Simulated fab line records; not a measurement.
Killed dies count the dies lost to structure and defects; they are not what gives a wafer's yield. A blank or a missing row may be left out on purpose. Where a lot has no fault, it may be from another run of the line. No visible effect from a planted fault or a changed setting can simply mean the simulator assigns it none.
Which tool is to blame? -- flow n5-finfet -- 27 wafers from 9 lots sampled at 4 of the route's 1938 steps

== WHAT THE GAUGES SHOWED, per wafer ==
N5_BEOL_M8_INSPECT_58: inspects for defects (darkfield).
lot,measured,on,raw-defect-count
L074,day 10 15:24,defect-inspect-02,110 62 86
L079,day 11 08:12,defect-inspect-02,67 60 70
L078,day 11 09:29,defect-inspect-02,99 86 109
L081,day 11 17:20,defect-inspect-02,87 162 86
L084,day 13 06:39,defect-inspect-02,125 95 56
L091,day 13 21:20,defect-inspect-02,101 53 64
L092,day 14 05:18,defect-inspect-01,41 47 37
L094,day 15 06:53,defect-inspect-02,98 47 49
L097,day 15 22:24,defect-inspect-01,65 41 39

== WHICH TOOL RAN EACH LOT (tool, then ch and the chambers of the sampled wafers, then the start) ==
lot,N5_BEOL_M8_ETCH_65,N5_BEOL_M8_VIA_ETCH_34,N5_BEOL_M8_SPUTTER_48
L074,"rie-diel-01 ch 0,1,3, day 10 12:25","rie-diel-01 ch 0,1,3, day 10 12:33","pvd-sputter-01, day 10 14:17"
L079,"rie-diel-06 ch 0,1,3, day 11 04:13","rie-diel-06 ch 0,1,3, day 11 04:21","pvd-sputter-02, day 11 06:53"
L078,"rie-diel-06 ch 0,2, day 11 04:40","rie-diel-06 ch 0,2, day 11 04:47","pvd-sputter-03, day 11 07:37"
L081,"rie-diel-05 ch 2,3, day 11 14:23","rie-diel-05 ch 2,3, day 11 14:31","pvd-sputter-01, day 11 16:08"
L084,"rie-diel-06 ch 0,2,3, day 13 03:47","rie-diel-06 ch 0,2,3, day 13 03:55","pvd-sputter-01, day 13 05:41"
L091,"rie-diel-05 ch 0,1,3, day 13 17:07","rie-diel-05 ch 0,1,3, day 13 17:15","pvd-sputter-01, day 13 20:23"
L092,"rie-diel-05 ch 0,2,3, day 14 02:23","rie-diel-05 ch 0,2,3, day 14 02:31","pvd-sputter-01, day 14 04:11"
L094,"rie-diel-06 ch 0,2,3, day 15 03:56","rie-diel-06 ch 0,2,3, day 15 04:03","pvd-sputter-02, day 15 05:56"
L097,"rie-diel-05 ch 1,2,3, day 15 18:49","rie-diel-05 ch 1,2,3, day 15 18:57","pvd-sputter-02, day 15 21:02"
- N5_BEOL_M8_ETCH_65: etches SiARC in CF4, target depth 15.6 nm, time 26 s.
- N5_BEOL_M8_VIA_ETCH_34: etches SiCOH lowk in C4F6/O2, target depth 125.5 nm, time 50.5 s.
- N5_BEOL_M8_SPUTTER_48: material Cu, target thk 10 nm, time 1.667 s.

== THE ANSWER, worked out from the rows above alone ==
Rule: usual is defined by the lots themselves. The widest of any qualifying gaps counts: lots, ordered by their means at a reading, are off when they make up no more than a third of the lots, leave a main group of 4 or more, and stand apart from it by 3 or more times the standard deviation of that group's means. A main group is skipped when, at the precision printed for the reading in the tables above, its means are all equal. A lot without any number at a reading at which 4 lots or more have one is off too. All remaining lots with rows at the step are treated as sound.
No lot is off at any reading shown: from this, nothing can be told.

== WHAT THE SIMULATOR HAD PUT IN ==
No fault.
